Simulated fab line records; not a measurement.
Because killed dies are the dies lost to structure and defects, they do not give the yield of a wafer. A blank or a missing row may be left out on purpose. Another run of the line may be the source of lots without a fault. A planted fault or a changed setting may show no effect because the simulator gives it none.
Chamber matching :: flow nandHarc :: NHARC_A_STAIRCASE_DEP_301 on pecvd-01 has 3 sister chambers
The step deposits SiON, target thk 30 nm. 6 wafers are shown with their chamber, then 8 later ones without.

## WAFERS WITH THEIR CHAMBER
wafer: L592.4
chamber: 0
heaterPowerW (W): 868

wafer: L594.3
chamber: 0
heaterPowerW (W): 817

wafer: L602.1
chamber: 2
heaterPowerW (W): 735

wafer: L602.3
chamber: 1
heaterPowerW (W): 714

wafer: L602.6
chamber: 1
heaterPowerW (W): 716

wafer: L604.1
chamber: 2
heaterPowerW (W): 819

## WAFERS WITHOUT THEIR CHAMBER
wafer: L604.3
heaterPowerW (W): 780

wafer: L604.6
heaterPowerW (W): 806

wafer: L607.1
heaterPowerW (W): 691

wafer: L607.2
heaterPowerW (W): 783

wafer: L607.4
heaterPowerW (W): 902

wafer: L609.2
heaterPowerW (W): 811

wafer: L609.5
heaterPowerW (W): 884

wafer: L609.6
heaterPowerW (W): 777

## EACH ONE'S CHAMBER
wafer: L604.3
from the rows above: can't be placed: 2 or 0 or 1
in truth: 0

wafer: L604.6
from the rows above: can't be placed: 2 or 0 or 1
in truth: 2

wafer: L607.1
from the rows above: can't be placed: 1 or 2
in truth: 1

wafer: L607.2
from the rows above: can't be placed: 2 or 0 or 1
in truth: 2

wafer: L607.4
from the rows above: can't be placed: 0 or 2
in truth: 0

wafer: L609.2
from the rows above: can't be placed: 0 or 2 or 1
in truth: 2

wafer: L609.5
from the rows above: can't be placed: 0 or 2
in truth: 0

wafer: L609.6
from the rows above: can't be placed: 2 or 1 or 0
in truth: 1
0 of 8 placed correctly. Not placeable from these rows: 8 (in 8, the candidates include the true chamber). 0 placed wrongly.
How it was worked out, from the rows above alone: a wafer's distance from a chamber is the root of the sum, over the readings, of the square of ((its reading less the chamber's mean) divided by the reading's scatter). If the next closest chamber is less than 2 further off than the closest, the wafer can't be placed; otherwise it belongs to the closest. For every chamber, the mean is computed from those of its wafers that are shown. How the scatter is found: for the shown wafers, subtract from each reading the mean of its chamber, square and add these, divide the total by (wafers less chambers), then take the root.
